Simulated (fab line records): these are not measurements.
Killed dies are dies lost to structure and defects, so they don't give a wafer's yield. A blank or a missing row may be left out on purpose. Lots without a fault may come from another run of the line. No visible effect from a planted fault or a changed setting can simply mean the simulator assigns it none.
Struck lot and sound lot, side by side || flow n5-finfet || 15 steps out of a route of 1938
Sound: wafers L221.2, L221.3, L221.5. Struck: wafer L238.1. (L238.2, L238.6 of the same lot were not struck and are left out.) The cause comes at the end.
At each step with rows: each side's tool, then ch and its chambers, then its first start. Under that, the readings that differ: sound wafers || struck wafers || difference of the means || sigmas: that difference in standard deviations of wafers without a fault.
alike: readings with means less than 2 such deviations apart, plus words and numbers identical on both sides. not compared: withheld readings, readings lacking a value on some wafer, bounds such as >300 that could conceal the same value, and numbers that have no deviation in the record and whose values overlap.
A row with sigmas, a row that says differs or no value, or rows on one side alone: a step with any of these is where the two part. Numbers that have no deviation but don't overlap get no sigmas and don't part them. Lack of a reading on every wafer of one side parts them only where that side has two or more wafers.

first, 4 steps without rows for these wafers: N5_BEOL_M6_SOFTBAKE_06 (time 60 s); N5_BEOL_M6_EXPOSE_08 (exposes mask M6); N5_BEOL_M6_PEB_09 (peb time 60 s); N5_BEOL_M6_DEVELOP_10 (develop time 30 s).
N5_BEOL_M6_CD_MEAS_11 targets a cd of 38.5 nm.
  sound on cd-sem-02 ch 0, day 8 13:32; struck on cd-sem-02 ch 0, day 12 21:19
  alike: cd-nm
N5_BEOL_M6_OVL_MEAS_12:
  sound on overlay-02 ch 0, day 8 13:34; struck on overlay-01 ch 0, day 12 21:20
  alike: M6_OVL
N5_BEOL_M6_INSPECT_13: inspects for defects (brightfield).
  struck on defect-inspect-01, day 12 21:22; sound on defect-inspect-02, day 8 13:35
  alike: raw-defect-count
N5_BEOL_M6_DESCUM_16: chemistry O2, time 7.9 s.
  sound on rie-diel-04 ch 0,2,3, day 8 13:37; struck on rie-diel-04 ch 1, day 12 21:42
{"reading": "oes-product-au (a.u.)", "sound": "0.74 0.72 0.74", "struck": 0.95, "difference": "+0.22", "sigmas": "+3"}
  alike: drypump-motor-current-A, rf-vpp-V, showerhead-plenum-p-Torr, throttle-valve-pct
  not compared: rf-hours-counter-h
N5_BEOL_M6_ETCH_61: etches SiARC in CF4, target depth 45.5 nm, time 75.8 s.
  sound on rie-diel-04 ch 0,2,3, day 8 13:39; struck on rie-diel-04 ch 1, day 12 21:44
{"reading": "oes-product-au (a.u.)", "sound": "0.65 0.61 0.65", "struck": 0.80, "difference": "+0.16", "sigmas": "+2"}
  alike: drypump-motor-current-A, etch-rf-on-time-s, rf-vpp-V, showerhead-plenum-p-Torr, throttle-valve-pct
  not compared: rf-hours-counter-h
N5_BEOL_M6_ETCH_62: etches SOC in N2/H2, target depth 110 nm, overetch 22 nm, time 165 s.
  sound on rie-diel-04 ch 0,2,3, day 8 13:42; struck on rie-diel-04 ch 1, day 12 21:47
{"reading": "oes-product-au (a.u.)", "sound": "0.64 0.61 0.63", "struck": 0.81, "difference": "+0.18", "sigmas": "+3"}
  alike: drypump-motor-current-A, rf-vpp-V, showerhead-plenum-p-Torr, throttle-valve-pct
  not compared: rf-hours-counter-h
then, 1 step without rows for these wafers: N5_BEOL_M6_STRIP_68 (strips in N2/H2).
N5_BEOL_M6_STRIP_67: strips in CF4.
  sound on rie-diel-04 ch 0,2,3, day 8 13:51; struck on rie-diel-04 ch 1, day 12 21:56
{"reading": "oes-product-au (a.u.)", "sound": "0.75 0.73 0.75", "struck": 0.96, "difference": "+0.22", "sigmas": "+3"}
  alike: drypump-motor-current-A, rf-vpp-V, showerhead-plenum-p-Torr, throttle-valve-pct
  not compared: rf-hours-counter-h
N5_BEOL_M6_HM_OPEN_17: chemistry Cl2/BCl3, target TiN, target depth 20 nm, overetch 6 nm.
  sound on rie-metal-03 ch 0, day 8 13:53; struck on rie-metal-01 ch 0, day 12 21:59
{"reading": "drypump-motor-current-A (A)", "sound": "6.00 6.00 6.03", "struck": 5.55, "difference": -0.46, "sigmas": -2}
{"reading": "oes-product-au (a.u.)", "sound": "0.73 0.73 0.72", "struck": 0.58, "difference": -0.15, "sigmas": -3}
  alike: he-backside-leak-sccm, throttle-valve-pct
  not compared: rf-hours-counter-h, model.SOC_of_BEOL_M6_COAT_59.thk-nm
N5_BEOL_M6_STRIP_19: strips in O2.
  sound on rie-diel-06 ch 0,1,2, day 8 14:05; struck on rie-diel-06 ch 1, day 12 22:05
{"reading": "showerhead-plenum-p-Torr (Torr)", "sound": "1.97 2.13 2.02", "struck": 2.22, "difference": "+0.18", "sigmas": "+3"}
  alike: drypump-motor-current-A, oes-product-au, rf-vpp-V, throttle-valve-pct
  not compared: rf-hours-counter-h
then, 1 step without rows for these wafers: N5_PASSIVATION_PROBE_49.

WHERE THEY PART
Earliest at N5_BEOL_M6_DESCUM_16; latest, in this record, at N5_BEOL_M6_STRIP_19.

WHY: whatever the simulator had introduced
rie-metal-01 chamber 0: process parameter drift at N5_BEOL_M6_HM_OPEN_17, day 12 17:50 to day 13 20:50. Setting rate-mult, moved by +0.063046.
